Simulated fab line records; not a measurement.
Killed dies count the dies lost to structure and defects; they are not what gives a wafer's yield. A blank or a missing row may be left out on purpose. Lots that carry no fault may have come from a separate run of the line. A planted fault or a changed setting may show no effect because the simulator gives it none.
Which tool is to blame? / flow nand_harc / 66 wafers from 22 lots sampled at 5 of the route's 1302 steps

WHAT THE GAUGES READ, wafer by wafer
NHARC_A_BLC_CD_MEAS_10: target cd 100 nm. Usual: cd_nm at 100.0 nm, with a standard deviation of 0.61.
lot=L077; measured=day 24 07:28; on=cd_sem-01; cd_nm (nm)=100.3 99.7 100.9; flag=
lot=L075; measured=day 24 14:04; on=cd_sem-02; cd_nm (nm)=100.2 100.0 100.7; flag=
lot=L076; measured=day 24 14:32; on=cd_sem-02; cd_nm (nm)=101.1 100.2 100.1; flag=
lot=L079; measured=day 24 18:18; on=cd_sem-03; cd_nm (nm)=100.5 101.6 101.5; flag=
lot=L078; measured=day 25 07:30; on=cd_sem-02; cd_nm (nm)=99.5 100.1 100.6; flag=
lot=L080; measured=day 25 07:52; on=cd_sem-01; cd_nm (nm)=100.1 100.6 100.2; flag=
lot=L082; measured=day 26 00:53; on=cd_sem-03; cd_nm (nm)=100.6 99.3 100.3; flag=
lot=L081; measured=day 26 05:47; on=cd_sem-03; cd_nm (nm)=99.8 99.7 99.1; flag=
lot=L083; measured=day 26 22:52; on=cd_sem-01; cd_nm (nm)=99.5 99.4 99.5; flag=
lot=L084; measured=day 27 02:22; on=cd_sem-02; cd_nm (nm)=100.5 99.5 100.0; flag=
lot=L085; measured=day 27 13:22; on=cd_sem-03; cd_nm (nm)=98.6 100.2 100.0; flag=
lot=L086; measured=day 28 09:40; on=cd_sem-02; cd_nm (nm)=100.7 99.0 99.9; flag=
lot=L087; measured=day 28 17:38; on=cd_sem-01; cd_nm (nm)=99.8 99.6 100.1; flag=
lot=L089; measured=day 28 22:43; on=cd_sem-02; cd_nm (nm)=99.6 99.8 100.4; flag=
lot=L088; measured=day 28 23:31; on=cd_sem-01; cd_nm (nm)=99.9 100.4 99.8; flag=
lot=L090; measured=day 29 20:08; on=cd_sem-02; cd_nm (nm)=99.1 99.5 98.5; flag=
lot=L091; measured=day 30 14:02; on=cd_sem-02; cd_nm (nm)=100.0 100.6 100.1; flag=
lot=L092; measured=day 30 17:23; on=cd_sem-03; cd_nm (nm)=99.5 98.9 99.6; flag=
lot=L094; measured=day 30 18:33; on=cd_sem-01; cd_nm (nm)=100.3 100.0 100.7; flag=
lot=L095; measured=day 31 10:39; on=cd_sem-02; cd_nm (nm)=100.8 99.8 99.8; flag=
lot=L096; measured=day 32 10:30; on=cd_sem-02; cd_nm (nm)=99.7 100.0 100.0; flag=
lot=L097; measured=day 32 11:05; on=cd_sem-01; cd_nm (nm)=99.7 100.0 99.6; flag=

NHARC_A_BLC_INSPECT_12. Usual: raw_defect_count at 82, with a standard deviation of 38.
lot=L077; measured=day 24 07:35; on=defect_inspect-01; raw_defect_count=58 36 62; flag=
lot=L075; measured=day 24 14:11; on=defect_inspect-02; raw_defect_count=92 112 115; flag=
lot=L076; measured=day 24 14:39; on=defect_inspect-02; raw_defect_count=14 19 19; flag=
lot=L079; measured=day 24 18:26; on=defect_inspect-02; raw_defect_count=114 100 119; flag=
lot=L078; measured=day 25 07:37; on=defect_inspect-01; raw_defect_count=114 116 88; flag=
lot=L080; measured=day 25 07:59; on=defect_inspect-01; raw_defect_count=52 68 54; flag=
lot=L082; measured=day 26 01:01; on=defect_inspect-02; raw_defect_count=147 154 166; flag=
lot=L081; measured=day 26 05:55; on=defect_inspect-02; raw_defect_count=72 98 75; flag=
lot=L083; measured=day 26 23:00; on=defect_inspect-01; raw_defect_count=155 151 141; flag=
lot=L084; measured=day 27 02:29; on=defect_inspect-01; raw_defect_count=25 25 19; flag=
lot=L085; measured=day 27 13:29; on=defect_inspect-02; raw_defect_count=60 53 56; flag=
lot=L086; measured=day 28 09:47; on=defect_inspect-02; raw_defect_count=56 46 39; flag=
lot=L087; measured=day 28 17:46; on=defect_inspect-02; raw_defect_count=75 66 64; flag=
lot=L089; measured=day 28 22:50; on=defect_inspect-01; raw_defect_count=39 32 29; flag=
lot=L088; measured=day 28 23:38; on=defect_inspect-02; raw_defect_count=138 142 142; flag=
lot=L090; measured=day 29 20:16; on=defect_inspect-02; raw_defect_count=114 105 104; flag=
lot=L091; measured=day 30 14:10; on=defect_inspect-02; raw_defect_count=72 87 79; flag=
lot=L092; measured=day 30 17:31; on=defect_inspect-02; raw_defect_count=69 76 69; flag=
lot=L094; measured=day 30 18:41; on=defect_inspect-02; raw_defect_count=87 98 108; flag=
lot=L095; measured=day 31 10:47; on=defect_inspect-01; raw_defect_count=115 107 96; flag=
lot=L096; measured=day 32 10:38; on=defect_inspect-01; raw_defect_count=83 101 84; flag=
lot=L097; measured=day 32 11:12; on=defect_inspect-01; raw_defect_count=101 86 92; flag=

WHICH TOOL RAN EACH LOT (tool, then ch and the chambers of the sampled wafers, then the start)
lot=L077; NHARC_A_CONTACT_DEP_85=pecvd-02 ch 0,1, day 23 23:39; NHARC_A_CONTACT_ETCH_30=rie_diel-04 ch 1,2, day 24 04:16 or earlier; NHARC_A_CONTACT_ETCH_110=rie_diel-04 ch 1,2,3, day 24 04:16
lot=L075; NHARC_A_CONTACT_DEP_85=pecvd-01 ch 0,2, day 24 07:05; NHARC_A_CONTACT_ETCH_30=rie_diel-04 ch 0,1,3, day 24 11:34 or earlier; NHARC_A_CONTACT_ETCH_110=rie_diel-04 ch 0,1,2, day 24 11:34
lot=L076; NHARC_A_CONTACT_DEP_85=pecvd-02 ch 1,2, day 24 07:14; NHARC_A_CONTACT_ETCH_30=rie_diel-13 ch 0,1,3, day 24 11:37 or earlier; NHARC_A_CONTACT_ETCH_110=rie_diel-13 ch 0,1,3, day 24 11:37
lot=L079; NHARC_A_CONTACT_DEP_85=pecvd-03 ch 1,2, day 24 11:20; NHARC_A_CONTACT_ETCH_30=rie_diel-13 ch 1,2,3, day 24 15:38 or earlier; NHARC_A_CONTACT_ETCH_110=rie_diel-13 ch 1,2, day 24 15:38
lot=L078; NHARC_A_CONTACT_DEP_85=pecvd-03 ch 1,2, day 24 23:57; NHARC_A_CONTACT_ETCH_30=rie_diel-08 ch 0,1,3, day 25 04:52 or earlier; NHARC_A_CONTACT_ETCH_110=rie_diel-04 ch 1,3, day 25 04:52
lot=L080; NHARC_A_CONTACT_DEP_85=pecvd-03 ch 0,1, day 25 00:35; NHARC_A_CONTACT_ETCH_30=rie_diel-04 ch 2,3, day 25 05:05 or earlier; NHARC_A_CONTACT_ETCH_110=rie_diel-13 ch 0,1,2, day 25 05:05
lot=L082; NHARC_A_CONTACT_DEP_85=pecvd-03 ch 0,2, day 25 17:26; NHARC_A_CONTACT_ETCH_30=rie_diel-13 ch 1,2,3, day 25 22:15 or earlier; NHARC_A_CONTACT_ETCH_110=rie_diel-04 ch 1,2,3, day 25 22:15
lot=L081; NHARC_A_CONTACT_DEP_85=pecvd-03 ch 0,1, day 25 22:10; NHARC_A_CONTACT_ETCH_30=rie_diel-13 ch 0,1,3, day 26 03:10 or earlier; NHARC_A_CONTACT_ETCH_110=rie_diel-13 ch 0,1,3, day 26 03:10
lot=L083; NHARC_A_CONTACT_DEP_85=pecvd-03 ch 1,2, day 26 15:44; NHARC_A_CONTACT_ETCH_30=rie_diel-13 ch 0,1,2, day 26 20:11 or earlier; NHARC_A_CONTACT_ETCH_110=rie_diel-13 ch 0,2,3, day 26 20:11
lot=L084; NHARC_A_CONTACT_DEP_85=pecvd-02 ch 0,1,2, day 26 19:17; NHARC_A_CONTACT_ETCH_30=rie_diel-08 ch 0,1,3, day 26 23:44 or earlier; NHARC_A_CONTACT_ETCH_110=rie_diel-04 ch 1,2,3, day 26 23:44
lot=L085; NHARC_A_CONTACT_DEP_85=pecvd-02 ch 2, day 27 06:20; NHARC_A_CONTACT_ETCH_30=rie_diel-13 ch 2,3, day 27 10:50 or earlier; NHARC_A_CONTACT_ETCH_110=rie_diel-08 ch 0,2,3, day 27 10:50
lot=L086; NHARC_A_CONTACT_DEP_85=pecvd-01 ch 0,1,2, day 28 02:22; NHARC_A_CONTACT_ETCH_30=rie_diel-13 ch 0,1,2, day 28 07:08 or earlier; NHARC_A_CONTACT_ETCH_110=rie_diel-13 ch 0,2,3, day 28 07:08
lot=L087; NHARC_A_CONTACT_DEP_85=pecvd-02 ch 0,1, day 28 10:44; NHARC_A_CONTACT_ETCH_30=rie_diel-13 ch 0,1,3, day 28 15:01 or earlier; NHARC_A_CONTACT_ETCH_110=rie_diel-13 ch 0,1,2, day 28 15:01
lot=L089; NHARC_A_CONTACT_DEP_85=pecvd-01 ch 0,1,2, day 28 15:54; NHARC_A_CONTACT_ETCH_30=rie_diel-13 ch 0,1,2, day 28 20:11 or earlier; NHARC_A_CONTACT_ETCH_110=rie_diel-04 ch 0,1,3, day 28 20:11
lot=L088; NHARC_A_CONTACT_DEP_85=pecvd-03 ch 0,1,2, day 28 16:23; NHARC_A_CONTACT_ETCH_30=rie_diel-08 ch 0,2, day 28 20:51 or earlier; NHARC_A_CONTACT_ETCH_110=rie_diel-13 ch 0,1,2, day 28 20:51
lot=L090; NHARC_A_CONTACT_DEP_85=pecvd-02 ch 1,2, day 29 12:46; NHARC_A_CONTACT_ETCH_30=rie_diel-08 ch 0,1,2, day 29 17:37 or earlier; NHARC_A_CONTACT_ETCH_110=rie_diel-04 ch 1,2, day 29 17:37
lot=L091; NHARC_A_CONTACT_DEP_85=pecvd-02 ch 0,2, day 30 06:59; NHARC_A_CONTACT_ETCH_30=rie_diel-08 ch 0,1, day 30 11:25 or earlier; NHARC_A_CONTACT_ETCH_110=rie_diel-13 ch 1,2,3, day 30 11:25
lot=L092; NHARC_A_CONTACT_DEP_85=pecvd-01 ch 0,1,2, day 30 10:08; NHARC_A_CONTACT_ETCH_30=rie_diel-04 ch 0,3, day 30 14:42 or earlier; NHARC_A_CONTACT_ETCH_110=rie_diel-13 ch 0,1,2, day 30 14:42
lot=L094; NHARC_A_CONTACT_DEP_85=pecvd-02 ch 1,2, day 30 11:34; NHARC_A_CONTACT_ETCH_30=rie_diel-04 ch 0,3, day 30 15:59 or earlier; NHARC_A_CONTACT_ETCH_110=rie_diel-13 ch 1,2,3, day 30 15:59
lot=L095; NHARC_A_CONTACT_DEP_85=pecvd-01 ch 0,1,2, day 31 03:30; NHARC_A_CONTACT_ETCH_30=rie_diel-04 ch 1,2,3, day 31 07:56 or earlier; NHARC_A_CONTACT_ETCH_110=rie_diel-13 ch 0,1,2, day 31 07:56
lot=L096; NHARC_A_CONTACT_DEP_85=pecvd-03 ch 0,2, day 32 03:22; NHARC_A_CONTACT_ETCH_30=rie_diel-13 ch 1,2,3, day 32 07:59 or earlier; NHARC_A_CONTACT_ETCH_110=rie_diel-13 ch 0,1,3, day 32 07:59
lot=L097; NHARC_A_CONTACT_DEP_85=pecvd-01 ch 0,1, day 32 03:25; NHARC_A_CONTACT_ETCH_30=rie_diel-13 ch 0,1, day 32 08:26 or earlier; NHARC_A_CONTACT_ETCH_110=rie_diel-13 ch 0,1,3, day 32 08:26
- NHARC_A_CONTACT_DEP_85: deposits SiON, target thk 60 nm.
- NHARC_A_CONTACT_ETCH_30: etches the open film in CF4/CHF3, target depth 72.6 nm, time 36.3 s.
- NHARC_A_CONTACT_ETCH_110: etches the open film in CF4/O2, target depth 60 nm, overetch 6 nm, time 33 s.

AS READ BY THE TOOLS THEMSELVES (means over the sampled wafers that have a number; for cases with no such wafer, the mark the record gives instead)
NHARC_A_CONTACT_DEP_85. Usual: heater_power_w 740 W, standard deviation 86; rf_fwd_power_W 348.7 W, standard deviation 1.2.
lot=L077; tool=pecvd-02; heater_power_w (W)=723; rf_fwd_power_W (W)=349.3; flag=
lot=L075; tool=pecvd-01; heater_power_w (W)=715; rf_fwd_power_W (W)=348.3; flag=
lot=L076; tool=pecvd-02; heater_power_w (W)=721; rf_fwd_power_W (W)=350.1; flag=
lot=L079; tool=pecvd-03; heater_power_w (W)=712; rf_fwd_power_W (W)=348.7; flag=
lot=L078; tool=pecvd-03; heater_power_w (W)=664; rf_fwd_power_W (W)=348.1; flag=
lot=L080; tool=pecvd-03; heater_power_w (W)=805; rf_fwd_power_W (W)=347.9; flag=
lot=L082; tool=pecvd-03; heater_power_w (W)=687; rf_fwd_power_W (W)=348.2; flag=
lot=L081; tool=pecvd-03; heater_power_w (W)=759; rf_fwd_power_W (W)=348.0; flag=
lot=L083; tool=pecvd-03; heater_power_w (W)=716; rf_fwd_power_W (W)=348.4; flag=
lot=L084; tool=pecvd-02; heater_power_w (W)=762; rf_fwd_power_W (W)=350.5; flag=
lot=L085; tool=pecvd-02; heater_power_w (W)=843; rf_fwd_power_W (W)=347.4; flag=
lot=L086; tool=pecvd-01; heater_power_w (W)=761; rf_fwd_power_W (W)=347.7; flag=
lot=L087; tool=pecvd-02; heater_power_w (W)=721; rf_fwd_power_W (W)=348.8; flag=
lot=L089; tool=pecvd-01; heater_power_w (W)=799; rf_fwd_power_W (W)=347.4; flag=
lot=L088; tool=pecvd-03; heater_power_w (W)=717; rf_fwd_power_W (W)=348.1; flag=
lot=L090; tool=pecvd-02; heater_power_w (W)=697; rf_fwd_power_W (W)=349.8; flag=
lot=L091; tool=pecvd-02; heater_power_w (W)=798; rf_fwd_power_W (W)=349.2; flag=
lot=L092; tool=pecvd-01; heater_power_w (W)=781; rf_fwd_power_W (W)=348.5; flag=
lot=L094; tool=pecvd-02; heater_power_w (W)=683; rf_fwd_power_W (W)=348.9; flag=
lot=L095; tool=pecvd-01; heater_power_w (W)=824; rf_fwd_power_W (W)=348.0; flag=
lot=L096; tool=pecvd-03; heater_power_w (W)=675; rf_fwd_power_W (W)=348.8; flag=
lot=L097; tool=pecvd-01; heater_power_w (W)=860; rf_fwd_power_W (W)=347.9; flag=

NHARC_A_CONTACT_ETCH_30. Usual: drypump_motor_current_A 5.8 A, standard deviation 0.38; mfc_ar_sccm 0.009 sccm, standard deviation 0.013; oes_product_au 0.942 a.u., standard deviation 0.022; rf_fwd_power_W 492.9 W, standard deviation 2.5; rf_vpp_V 369.8 V, standard deviation 2.4; showerhead_plenum_p_Torr 1.55 Torr, standard deviation 0.07; throttle_valve_pct 16.802 %, standard deviation 0.0086.
lot=L077; tool=rie_diel-04; drypump_motor_current_A (A)=5.9; mfc_ar_sccm (sccm)=0.037; oes_product_au (a.u.)=0.935; rf_fwd_power_W (W)=491.4; rf_vpp_V (V)=368.8; showerhead_plenum_p_Torr (Torr)=1.52; throttle_valve_pct (%)=16.805; flag=
lot=L075; tool=rie_diel-04; drypump_motor_current_A (A)=5.3; mfc_ar_sccm (sccm)=0.008; oes_product_au (a.u.)=0.986; rf_fwd_power_W (W)=492.9; rf_vpp_V (V)=371.0; showerhead_plenum_p_Torr (Torr)=1.59; throttle_valve_pct (%)=16.807; flag=
lot=L076; tool=rie_diel-13; drypump_motor_current_A (A)=5.8; mfc_ar_sccm (sccm)=0.002; oes_product_au (a.u.)=0.928; rf_fwd_power_W (W)=495.1; rf_vpp_V (V)=371.6; showerhead_plenum_p_Torr (Torr)=1.59; throttle_valve_pct (%)=16.798; flag=
lot=L079; tool=rie_diel-13; drypump_motor_current_A (A)=6.1; mfc_ar_sccm (sccm)=0.004; oes_product_au (a.u.)=0.925; rf_fwd_power_W (W)=493.4; rf_vpp_V (V)=368.4; showerhead_plenum_p_Torr (Torr)=1.52; throttle_valve_pct (%)=16.796; flag=
lot=L078; tool=rie_diel-08; drypump_motor_current_A (A)=5.6; mfc_ar_sccm (sccm)=0.009; oes_product_au (a.u.)=0.945; rf_fwd_power_W (W)=492.8; rf_vpp_V (V)=368.6; showerhead_plenum_p_Torr (Torr)=1.52; throttle_valve_pct (%)=16.803; flag=
lot=L080; tool=rie_diel-04; drypump_motor_current_A (A)=5.9; mfc_ar_sccm (sccm)=0.029; oes_product_au (a.u.)=0.926; rf_fwd_power_W (W)=493.6; rf_vpp_V (V)=369.8; showerhead_plenum_p_Torr (Torr)=1.54; throttle_valve_pct (%)=16.796; flag=
lot=L082; tool=rie_diel-13; drypump_motor_current_A (A)=6.1; mfc_ar_sccm (sccm)=0.004; oes_product_au (a.u.)=0.932; rf_fwd_power_W (W)=492.4; rf_vpp_V (V)=367.5; showerhead_plenum_p_Torr (Torr)=1.51; throttle_valve_pct (%)=16.802; flag=
lot=L081; tool=rie_diel-13; drypump_motor_current_A (A)=5.8; mfc_ar_sccm (sccm)=0.002; oes_product_au (a.u.)=0.923; rf_fwd_power_W (W)=492.7; rf_vpp_V (V)=371.0; showerhead_plenum_p_Torr (Torr)=1.58; throttle_valve_pct (%)=16.794; flag=
lot=L083; tool=rie_diel-13; drypump_motor_current_A (A)=6.0; mfc_ar_sccm (sccm)=0.004; oes_product_au (a.u.)=0.919; rf_fwd_power_W (W)=492.5; rf_vpp_V (V)=370.7; showerhead_plenum_p_Torr (Torr)=1.56; throttle_valve_pct (%)=16.798; flag=
lot=L084; tool=rie_diel-08; drypump_motor_current_A (A)=5.6; mfc_ar_sccm (sccm)=0.009; oes_product_au (a.u.)=0.921; rf_fwd_power_W (W)=495.0; rf_vpp_V (V)=369.4; showerhead_plenum_p_Torr (Torr)=1.52; throttle_valve_pct (%)=16.806; flag=
lot=L085; tool=rie_diel-13; drypump_motor_current_A (A)=6.1; mfc_ar_sccm (sccm)=0.004; oes_product_au (a.u.)=0.966; rf_fwd_power_W (W)=492.7; rf_vpp_V (V)=368.3; showerhead_plenum_p_Torr (Torr)=1.51; throttle_valve_pct (%)=16.804; flag=
lot=L086; tool=rie_diel-13; drypump_motor_current_A (A)=6.0; mfc_ar_sccm (sccm)=0.004; oes_product_au (a.u.)=0.920; rf_fwd_power_W (W)=492.4; rf_vpp_V (V)=370.7; showerhead_plenum_p_Torr (Torr)=1.56; throttle_valve_pct (%)=16.801; flag=
lot=L087; tool=rie_diel-13; drypump_motor_current_A (A)=5.8; mfc_ar_sccm (sccm)=0.002; oes_product_au (a.u.)=0.969; rf_fwd_power_W (W)=495.0; rf_vpp_V (V)=371.5; showerhead_plenum_p_Torr (Torr)=1.58; throttle_valve_pct (%)=16.804; flag=
lot=L089; tool=rie_diel-13; drypump_motor_current_A (A)=6.0; mfc_ar_sccm (sccm)=0.004; oes_product_au (a.u.)=0.974; rf_fwd_power_W (W)=491.2; rf_vpp_V (V)=369.5; showerhead_plenum_p_Torr (Torr)=1.55; throttle_valve_pct (%)=16.812; flag=
lot=L088; tool=rie_diel-08; drypump_motor_current_A (A)=5.5; mfc_ar_sccm (sccm)=0.019; oes_product_au (a.u.)=0.934; rf_fwd_power_W (W)=494.4; rf_vpp_V (V)=367.4; showerhead_plenum_p_Torr (Torr)=1.48; throttle_valve_pct (%)=16.807; flag=
lot=L090; tool=rie_diel-08; drypump_motor_current_A (A)=5.7; mfc_ar_sccm (sccm)=0.014; oes_product_au (a.u.)=0.936; rf_fwd_power_W (W)=492.4; rf_vpp_V (V)=369.3; showerhead_plenum_p_Torr (Torr)=1.51; throttle_valve_pct (%)=16.796; flag=
lot=L091; tool=rie_diel-08; drypump_motor_current_A (A)=5.5; mfc_ar_sccm (sccm)=0.016; oes_product_au (a.u.)=0.925; rf_fwd_power_W (W)=493.3; rf_vpp_V (V)=368.3; showerhead_plenum_p_Torr (Torr)=1.49; throttle_valve_pct (%)=16.803; flag=
lot=L092; tool=rie_diel-04; drypump_motor_current_A (A)=5.3; mfc_ar_sccm (sccm)=0.000; oes_product_au (a.u.)=0.932; rf_fwd_power_W (W)=490.8; rf_vpp_V (V)=372.7; showerhead_plenum_p_Torr (Torr)=1.62; throttle_valve_pct (%)=16.796; flag=
lot=L094; tool=rie_diel-04; drypump_motor_current_A (A)=5.2; mfc_ar_sccm (sccm)=0.000; oes_product_au (a.u.)=0.976; rf_fwd_power_W (W)=490.9; rf_vpp_V (V)=371.7; showerhead_plenum_p_Torr (Torr)=1.62; throttle_valve_pct (%)=16.802; flag=
lot=L095; tool=rie_diel-04; drypump_motor_current_A (A)=5.7; mfc_ar_sccm (sccm)=0.023; oes_product_au (a.u.)=0.961; rf_fwd_power_W (W)=492.6; rf_vpp_V (V)=369.6; showerhead_plenum_p_Torr (Torr)=1.53; throttle_valve_pct (%)=16.806; flag=
lot=L096; tool=rie_diel-13; drypump_motor_current_A (A)=6.1; mfc_ar_sccm (sccm)=0.004; oes_product_au (a.u.)=0.965; rf_fwd_power_W (W)=493.7; rf_vpp_V (V)=368.9; showerhead_plenum_p_Torr (Torr)=1.51; throttle_valve_pct (%)=16.800; flag=
lot=L097; tool=rie_diel-13; drypump_motor_current_A (A)=5.7; mfc_ar_sccm (sccm)=0.002; oes_product_au (a.u.)=0.927; rf_fwd_power_W (W)=493.5; rf_vpp_V (V)=372.1; showerhead_plenum_p_Torr (Torr)=1.62; throttle_valve_pct (%)=16.812; flag=

NHARC_A_CONTACT_ETCH_110. Usual: drypump_motor_current_A 5.8 A, standard deviation 0.38; mfc_ar_sccm 0.008 sccm, standard deviation 0.012; oes_product_au 1.001 a.u., standard deviation 0.011; rf_fwd_power_W 295.5 W, standard deviation 1.6; rf_vpp_V 197.4 V, standard deviation 1.4; showerhead_plenum_p_Torr 1.32 Torr, standard deviation 0.065; throttle_valve_pct 13.397 %, standard deviation 0.0096.
lot=L077; tool=rie_diel-04; drypump_motor_current_A (A)=5.7; mfc_ar_sccm (sccm)=0.023; oes_product_au (a.u.)=1.006; rf_fwd_power_W (W)=295.7; rf_vpp_V (V)=196.6; showerhead_plenum_p_Torr (Torr)=1.31; throttle_valve_pct (%)=13.401; flag=
lot=L075; tool=rie_diel-04; drypump_motor_current_A (A)=5.6; mfc_ar_sccm (sccm)=0.023; oes_product_au (a.u.)=1.018; rf_fwd_power_W (W)=294.4; rf_vpp_V (V)=197.9; showerhead_plenum_p_Torr (Torr)=1.32; throttle_valve_pct (%)=13.407; flag=
lot=L076; tool=rie_diel-13; drypump_motor_current_A (A)=5.8; mfc_ar_sccm (sccm)=0.002; oes_product_au (a.u.)=1.001; rf_fwd_power_W (W)=296.4; rf_vpp_V (V)=197.6; showerhead_plenum_p_Torr (Torr)=1.34; throttle_valve_pct (%)=13.387; flag=
lot=L079; tool=rie_diel-13; drypump_motor_current_A (A)=6.2; mfc_ar_sccm (sccm)=0.006; oes_product_au (a.u.)=1.006; rf_fwd_power_W (W)=294.4; rf_vpp_V (V)=196.7; showerhead_plenum_p_Torr (Torr)=1.27; throttle_valve_pct (%)=13.390; flag=
lot=L078; tool=rie_diel-04; drypump_motor_current_A (A)=5.4; mfc_ar_sccm (sccm)=0.008; oes_product_au (a.u.)=1.014; rf_fwd_power_W (W)=295.8; rf_vpp_V (V)=197.5; showerhead_plenum_p_Torr (Torr)=1.33; throttle_valve_pct (%)=13.401; flag=
lot=L080; tool=rie_diel-13; drypump_motor_current_A (A)=5.9; mfc_ar_sccm (sccm)=0.004; oes_product_au (a.u.)=0.998; rf_fwd_power_W (W)=296.0; rf_vpp_V (V)=197.7; showerhead_plenum_p_Torr (Torr)=1.32; throttle_valve_pct (%)=13.402; flag=
lot=L082; tool=rie_diel-04; drypump_motor_current_A (A)=5.7; mfc_ar_sccm (sccm)=0.023; oes_product_au (a.u.)=1.017; rf_fwd_power_W (W)=296.7; rf_vpp_V (V)=197.6; showerhead_plenum_p_Torr (Torr)=1.31; throttle_valve_pct (%)=13.394; flag=
lot=L081; tool=rie_diel-13; drypump_motor_current_A (A)=5.8; mfc_ar_sccm (sccm)=0.002; oes_product_au (a.u.)=0.994; rf_fwd_power_W (W)=296.9; rf_vpp_V (V)=198.1; showerhead_plenum_p_Torr (Torr)=1.34; throttle_valve_pct (%)=13.399; flag=
lot=L083; tool=rie_diel-13; drypump_motor_current_A (A)=5.8; mfc_ar_sccm (sccm)=0.002; oes_product_au (a.u.)=1.000; rf_fwd_power_W (W)=295.5; rf_vpp_V (V)=197.7; showerhead_plenum_p_Torr (Torr)=1.34; throttle_valve_pct (%)=13.410; flag=
lot=L084; tool=rie_diel-04; drypump_motor_current_A (A)=5.7; mfc_ar_sccm (sccm)=0.023; oes_product_au (a.u.)=1.004; rf_fwd_power_W (W)=295.1; rf_vpp_V (V)=196.6; showerhead_plenum_p_Torr (Torr)=1.30; throttle_valve_pct (%)=13.401; flag=
lot=L085; tool=rie_diel-08; drypump_motor_current_A (A)=5.6; mfc_ar_sccm (sccm)=0.012; oes_product_au (a.u.)=1.003; rf_fwd_power_W (W)=294.5; rf_vpp_V (V)=196.1; showerhead_plenum_p_Torr (Torr)=1.27; throttle_valve_pct (%)=13.391; flag=
lot=L086; tool=rie_diel-13; drypump_motor_current_A (A)=5.8; mfc_ar_sccm (sccm)=0.002; oes_product_au (a.u.)=0.994; rf_fwd_power_W (W)=295.0; rf_vpp_V (V)=198.1; showerhead_plenum_p_Torr (Torr)=1.34; throttle_valve_pct (%)=13.400; flag=
lot=L087; tool=rie_diel-13; drypump_motor_current_A (A)=5.9; mfc_ar_sccm (sccm)=0.004; oes_product_au (a.u.)=0.999; rf_fwd_power_W (W)=295.6; rf_vpp_V (V)=197.7; showerhead_plenum_p_Torr (Torr)=1.32; throttle_valve_pct (%)=13.391; flag=
lot=L089; tool=rie_diel-04; drypump_motor_current_A (A)=5.3; mfc_ar_sccm (sccm)=0.008; oes_product_au (a.u.)=1.005; rf_fwd_power_W (W)=294.7; rf_vpp_V (V)=197.5; showerhead_plenum_p_Torr (Torr)=1.34; throttle_valve_pct (%)=13.395; flag=
lot=L088; tool=rie_diel-13; drypump_motor_current_A (A)=5.9; mfc_ar_sccm (sccm)=0.004; oes_product_au (a.u.)=1.003; rf_fwd_power_W (W)=295.7; rf_vpp_V (V)=198.0; showerhead_plenum_p_Torr (Torr)=1.32; throttle_valve_pct (%)=13.411; flag=
lot=L090; tool=rie_diel-04; drypump_motor_current_A (A)=5.7; mfc_ar_sccm (sccm)=0.031; oes_product_au (a.u.)=1.019; rf_fwd_power_W (W)=295.6; rf_vpp_V (V)=195.8; showerhead_plenum_p_Torr (Torr)=1.28; throttle_valve_pct (%)=13.396; flag=
lot=L091; tool=rie_diel-13; drypump_motor_current_A (A)=6.0; mfc_ar_sccm (sccm)=0.004; oes_product_au (a.u.)=0.992; rf_fwd_power_W (W)=296.5; rf_vpp_V (V)=196.6; showerhead_plenum_p_Torr (Torr)=1.28; throttle_valve_pct (%)=13.402; flag=
lot=L092; tool=rie_diel-13; drypump_motor_current_A (A)=6.0; mfc_ar_sccm (sccm)=0.004; oes_product_au (a.u.)=0.994; rf_fwd_power_W (W)=295.5; rf_vpp_V (V)=196.9; showerhead_plenum_p_Torr (Torr)=1.32; throttle_valve_pct (%)=13.391; flag=
lot=L094; tool=rie_diel-13; drypump_motor_current_A (A)=6.1; mfc_ar_sccm (sccm)=0.004; oes_product_au (a.u.)=0.987; rf_fwd_power_W (W)=295.8; rf_vpp_V (V)=197.4; showerhead_plenum_p_Torr (Torr)=1.28; throttle_valve_pct (%)=13.397; flag=
lot=L095; tool=rie_diel-13; drypump_motor_current_A (A)=6.0; mfc_ar_sccm (sccm)=0.004; oes_product_au (a.u.)=0.998; rf_fwd_power_W (W)=296.2; rf_vpp_V (V)=197.7; showerhead_plenum_p_Torr (Torr)=1.32; throttle_valve_pct (%)=13.392; flag=
lot=L096; tool=rie_diel-13; drypump_motor_current_A (A)=5.8; mfc_ar_sccm (sccm)=0.002; oes_product_au (a.u.)=1.003; rf_fwd_power_W (W)=296.1; rf_vpp_V (V)=197.3; showerhead_plenum_p_Torr (Torr)=1.34; throttle_valve_pct (%)=13.388; flag=
lot=L097; tool=rie_diel-13; drypump_motor_current_A (A)=5.8; mfc_ar_sccm (sccm)=0.002; oes_product_au (a.u.)=0.996; rf_fwd_power_W (W)=296.3; rf_vpp_V (V)=198.3; showerhead_plenum_p_Torr (Torr)=1.34; throttle_valve_pct (%)=13.402; flag=

THE ANSWER, worked out from the rows above alone
Rule: a lot counts as off when the mean over its wafers that have a number is more than 3 standard deviations away from the usual mean. Also off: a lot with no number at a reading for which 4 or more lots have one. Any other lot the step has rows for is counted as sound. The gauges are gone through in route order, then the tools' own readings, and for those a lot's mean is taken as printed above. At the first step where some lot is off, the reading lying furthest off is the one used; lots without a number count as furthest.
No lot is off on any of the readings shown, so nothing can be concluded from this.

WHAT THE SIMULATOR HAD PUT IN
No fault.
